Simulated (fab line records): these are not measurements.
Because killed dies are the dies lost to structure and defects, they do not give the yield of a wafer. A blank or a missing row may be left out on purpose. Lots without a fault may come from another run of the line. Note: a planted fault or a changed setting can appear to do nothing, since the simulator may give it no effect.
Matching of chambers    flow nand_harc    NHARC_P_M2_ETCH_35 on rie_diel-06 has 4 sister chambers
The step etches the open film in N2/H2, target depth 40 nm, overetch 12 nm, time 43.94 s. 42 wafers are shown with their chamber, then 12 later ones without.

## WAFERS, EACH WITH ITS CHAMBER
wafer   chamber  drypump_motor_current_A (A)  rf_vpp_V (V)  oes_product_au (a.u.)
L074.4  0        5.65                         425           1.004
L074.5  0        5.67                         427           1.008
L074.6  2        5.73                         428           0.994
L076.1  2        5.78                         427           0.991
L076.2  0        5.64                         428           0.999
L076.6  1        5.92                         436           1.000
L077.1  2        5.73                         428           1.001
L077.2  1        5.91                         434           1.009
L077.5  0        5.69                         427           1.010
L080.2  2        5.77                         430           0.994
L080.3  0        5.66                         428           1.006
L080.6  2        5.80                         428           0.998
L078.2  3        5.93                         433           0.994
L078.3  0        5.69                         427           0.992
L078.4  2        5.69                         428           1.002
L082.1  2        5.73                         428           0.995
L082.5  0        5.65                         428           1.005
L082.6  3        5.97                         433           1.001
L084.3  0        5.65                         427           1.002
L084.5  0        5.64                         425           1.006
L084.6  3        5.92                         432           1.004
L085.1  2        5.75                         427           1.001
L085.4  3        5.98                         432           0.990
L085.6  2        5.71                         428           1.002
L088.2  2        5.70                         428           0.999
L088.4  3        5.97                         431           1.008
L088.5  0        5.65                         428           1.010
L086.1  3        5.98                         433           0.993
L086.2  0        5.64                         427           1.005
L086.4  2        5.72                         428           1.000
L087.1  3        5.97                         434           1.002
L087.4  2        5.69                         426           1.006
L087.5  1        5.93                         435           1.021
L089.1  3        5.94                         434           1.000
L089.4  2        5.69                         428           0.993
L089.5  1        5.92                         434           1.010
L090.1  1        5.92                         436           1.016
L090.3  3        5.97                         432           1.000
L090.5  0        5.66                         427           1.015
L092.2  2        5.70                         430           1.001
L092.3  0        5.64                         428           1.000
L092.6  2        5.75                         428           1.006

SIGNATURES, as means of the wafers listed above
reading                  chamber 0  chamber 1  chamber 2  chamber 3  scatter within a chamber
drypump_motor_current_A  5.6562     5.9200     5.7293     5.9589     0.0256
rf_vpp_V                 427.08     435.00     428.00     432.67     1.01
oes_product_au           1.00477    1.01120    0.99887    0.99911    0.00564
Rule: a wafer's distance from a chamber is the root of the sum, over the readings, of the square of ((its reading less the chamber's mean) divided by the reading's scatter). The wafer belongs to the nearest chamber; if the next one is less than 2 further off, it can't be placed. The scatter is the square root of a quotient: the sum, over the shown wafers, of each reading's squared deviation from its chamber's mean, divided by wafers minus chambers.

## WAFERS WITHOUT THEIR CHAMBER
wafer   drypump_motor_current_A (A)  rf_vpp_V (V)  oes_product_au (a.u.)
L091.4  5.69                         426           1.012
L091.5  5.91                         433           1.007
L091.6  5.71                         429           0.999
L093.1  5.72                         429           0.983
L093.3  5.93                         436           0.998
L093.4  5.94                         433           1.005
L096.2  5.94                         436           1.002
L096.5  5.64                         428           1.008
L096.6  5.94                         435           0.996
L097.1  5.93                         435           0.999
L097.3  5.67                         429           0.987
L097.5  5.72                         428           1.000

## CHAMBER TAKEN BY EACH
wafer   from the rows above      in truth
L091.4  can't be placed: 0 or 2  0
L091.5  can't be placed: 1 or 3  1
L091.6  can't be placed: 2 or 0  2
L093.1  can't be placed: 2 or 0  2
L093.3  can't be placed: 1 or 3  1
L093.4  can't be placed: 3 or 1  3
L096.2  can't be placed: 1 or 3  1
L096.5  0                        0
L096.6  can't be placed: 3 or 1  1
L097.1  can't be placed: 1 or 3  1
L097.3  can't be placed: 2 or 0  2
L097.5  2                        2
2 of 12 placed correctly. Can't be placed from these rows: 10 (the true chamber is among the candidates in 10). Number placed wrongly: 0.
